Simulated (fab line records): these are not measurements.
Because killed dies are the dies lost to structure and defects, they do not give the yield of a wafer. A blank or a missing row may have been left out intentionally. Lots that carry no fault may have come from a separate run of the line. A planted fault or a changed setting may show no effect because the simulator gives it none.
fab line records    flow nandHarc
[record] lots = 6  wafers = 18  lastDay = 33
route steps=1302 shown A_M0@1164 A_M1@1169
lots untouched by any fault: they come from a run of this same line in which no faults occurred
startH: hours from the record's opening day to when the first of the lot's shown wafers began    waitH: hours since the lot's step before    " identical to the entry in the row above    L1.1+2: a row that stands for several wafers    - value missing, or start not given    * or withheld: withheld    < > ~ a bound
route shown NAME@n: a module of which the file shows steps, and the number in the route of the first    usual: mean/standard deviation taken from wafers without a fault    same: alike in all rows    chamber/n: place in a boat    sites: per-site readings    _std_site: how widely they spread, as a standard deviation    _edge_site: mean of outer sites minus mean of inner sites    radiusMm: how far each site lies from the wafer's centre    mask NAME#n: copy n    behind: the tool/chamber that last shaped the wafer    hold: cause of the lot's hold/its duration in hours/its outcome    device: which transistor (n, p or np) failed to switch    end of line: the same wafers' tests at the end of the route    a step without rows: its recipe alone    killed: not the wafer's yield, but the dies lost to structure and defects at the first sort    map: dies across one wafer; x = killed, . = not, _ = none there
set.NAME: setting as actually run; set.NAME@STEP: the setting as run at that earlier step    model.NAME: the simulator's own value behind a step, which no gauge read
a table for each step, a row for each wafer; lots at some steps of the route
services: when a tool's chamber went out of use (startH, in hours from the record's first day, below 0 if earlier), for how many hours, and the reason
[[steps]]
[step NHARC_A_M0_SRD_25]
[step NHARC_A_M0_INSPECT_27]
[usual] rawDefectCount = 543/140
lot.wafer  tool              chamber  startH  waitH  rawDefectCount
L844.1     defectInspect-01  -        559.14  0.0    567
L844.4     "                 -        "       "      521
L844.5     "                 -        "       "      460
L846.2     defectInspect-01  -        604.64  0.0    588
L846.4     "                 -        "       "      729
L846.6     "                 -        "       "      534
L853.2     defectInspect-02  -        663.49  0.0    407
L853.3     "                 -        "       "      609
L853.5     "                 -        "       "      660
L856.2     defectInspect-01  -        669.58  0.0    500
L856.4     "                 -        "       "      366
L856.5     "                 -        "       "      447
L859.1     defectInspect-02  -        706.73  0.0    506
L859.2     "                 -        "       "      617
L859.4     "                 -        "       "      505
L860.2     defectInspect-02  -        745.74  0.0    515
L860.3     "                 -        "       "      430
L860.6     "                 -        "       "      412
[step NHARC_A_M0_PRE_CLEAN_31]
[recipe] timeS = 12  tempC = 370  rfPowerW = 300  gas = NH3
[usual] heaterPowerW = 625/92
lot.wafer  tool      chamber  startH  waitH  heaterPowerW
L844.1     pecvd-04  1        559.23  0.1    449
L844.5     "         2        "       "      540
L844.4     "         0        "       "      696
L846.2     pecvd-04  1        604.72  0.1    445
L846.4     "         1        "       "      462
L846.6     "         2        "       "      592
L853.3     pecvd-04  2        663.56  0.1    571
L853.2     "         0        "       "      628
L853.5     "         2        "       "      577
L856.2     pecvd-01  0        669.95  0.4    756
L856.4     "         2        "       "      601
L856.5     "         1        "       "      639
L859.2     pecvd-04  0        706.79  0.1    693
L859.1     "         2        "       "      594
L859.4     "         2        "       "      570
L860.2     pecvd-01  0        745.82  0.1    824
L860.3     "         1        "       "      511
L860.6     "         0        "       "      828
[step NHARC_A_M0_DEP_32]
[recipe] targetThkA = 300  tempC = 370  targetThkNm = 30  pressureTorr = 3  flowSccm = 200  rfW = 450  material = SiCN
[usual] heaterPowerW = 583/88
lot.wafer  tool      chamber  startH  waitH  heaterPowerW
L844.1     pecvd-04  1        559.37  0.1    448
L844.5     "         2        "       "      544
L844.4     "         0        "       "      646
L846.2     pecvd-04  1        604.83  0.1    453
L846.4     "         1        "       "      453
L846.6     "         2        "       "      570
L853.3     pecvd-04  2        663.64  0.1    548
L853.2     "         0        "       "      517
L853.5     "         2        "       "      546
L856.2     pecvd-01  0        670.06  0.1    667
L856.4     "         2        "       "      543
L856.5     "         1        "       "      538
L859.2     pecvd-04  0        706.87  0.1    579
L859.1     "         2        "       "      599
L859.4     "         2        "       "      620
L860.2     pecvd-01  0        745.93  0.1    833
L860.3     "         1        "       "      570
L860.6     "         0        "       "      834
[step NHARC_A_M1_DEP_00]
[recipe] targetThkA = 1825  targetThkNm = 182.5  tempC = withheld  pressureTorr = 5  flowSccm = 200  rfW = 600  material = SiOC
[step NHARC_A_M1_DEHYDRATE_01]
[recipe] tempC = 150  timeS = 120
[step NHARC_A_M1_HMDS_02]
[recipe] timeS = 30
[step NHARC_A_M1_COAT_34]
[recipe] tempC = 200  timeS = 65
[step NHARC_A_M1_COAT_03]
[recipe] spinRpm = 1500  resistThkNm = 90
[step NHARC_A_M1_SOFTBAKE_04]
[recipe] tempC = 105  timeS = 55
[step NHARC_A_M1_EBR_05]
[step NHARC_A_M1_EXPOSE_06]
[recipe] na = 1.35  targetCdNm = 120  doseMj = 75.13  maskId = A_M1
[usual] exposureDoseMJCm2 = 75.13/0.076  focusOffsetNm = 0.1/0.57
lot.wafer  tool            chamber  startH  waitH  mask    exposureDoseMJCm2  focusOffsetNm
L844.1     arfiScanner-03  0        560.39  -      A_M1#0  75.16              0.9
L844.4     "               0        "       "      A_M1#0  75.18              -0.2
L844.5     "               0        "       "      A_M1#0  75.06              -0.4
L846.2     arfiScanner-03  0        605.77  -      A_M1#0  75.10              0.6
L846.4     "               0        "       "      A_M1#0  75.09              0.8
L846.6     "               0        "       "      A_M1#0  75.15              1.0
L853.2     arfiScanner-03  -        664.73  -      A_M1#0  -                  -
L853.3     "               -        "       "      A_M1#0  -                  -
L853.5     "               -        "       "      A_M1#0  -                  -
L856.2     arfiScanner-03  -        671.02  -      A_M1#0  -                  -
L856.4     "               -        "       "      A_M1#0  -                  -
L856.5     "               -        "       "      A_M1#0  -                  -
L859.1     arfiScanner-02  0        707.96  -      A_M1#0  75.14              0.2
L859.2     "               0        "       "      A_M1#0  75.19              -0.7
L859.4     "               0        "       "      A_M1#0  75.06              -0.1
L860.2     arfiScanner-03  0        747.00  -      A_M1#0  75.09              0.6
L860.3     "               0        "       "      A_M1#0  75.12              0.9
L860.6     "               0        "       "      A_M1#0  75.15              -0.1
[step NHARC_A_M1_PEB_07]
[recipe] pebTempC = 100  pebTimeS = 65
[[services]]
tool            chamber  startH  hours  kind
arfiScanner-03  -        540.00  4.0    pm
pecvd-01        -        588.60  0.9    repair
pecvd-01        -        594.35  3.7    repair
pecvd-01        0        626.42  19.4   repair
pecvd-04        -        631.31  13.0   pm
pecvd-04        0        631.31  13.0   ventCycle
pecvd-04        1        631.31  13.0   ventCycle
pecvd-04        2        631.31  13.0   ventCycle
pecvd-04        0        644.31  -      clean
pecvd-04        1        644.31  -      clean
pecvd-04        2        644.31  -      clean
pecvd-01        -        648.96  0.8    repair
arfiScanner-02  -        656.02  4.0    pm
arfiScanner-03  -        658.27  2.4    repair
pecvd-01        -        673.93  13.0   pm
pecvd-01        0        673.93  13.0   ventCycle
pecvd-01        1        673.93  13.0   ventCycle
pecvd-01        2        673.93  13.0   ventCycle
pecvd-01        0        686.93  -      clean
pecvd-01        1        686.93  -      clean
pecvd-01        2        686.93  -      clean
arfiScanner-03  -        712.00  4.0    pm
pecvd-04        2        715.68  5.5    repair
[[key]]
[firstSign] step = NHARC_A_M1_EXPOSE_06  reading = toolRecord  direction = missing
effect none on later readings
metAt NHARC_A_M1_EXPOSE_06
struckWafers L853.2,L853.3,L853.5,L856.2,L856.4,L856.5
laterRowsLeftOut L853.2,L853.3,L853.5,L856.2,L856.4,L856.5
sortLeftOut L853.2,L853.3,L853.5,L856.2,L856.4,L856.5
onsetBetween 605.77 664.73
[fault] kind = skippedStepWhole  tool = arfiScanner-03  chamber = -  onsetH = 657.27  steps = NHARC_A_M1_EXPOSE_06  scope = struckLotsOnly
// sortLeftOut: the simulated sort isn't trusted on such a fault, so these wafers' sort isn't shown, and their yield isn't known
// laterRowsLeftOut: the simulator's readings of these wafers behind a module that went badly wrong aren't trusted and aren't shown, but for the sort
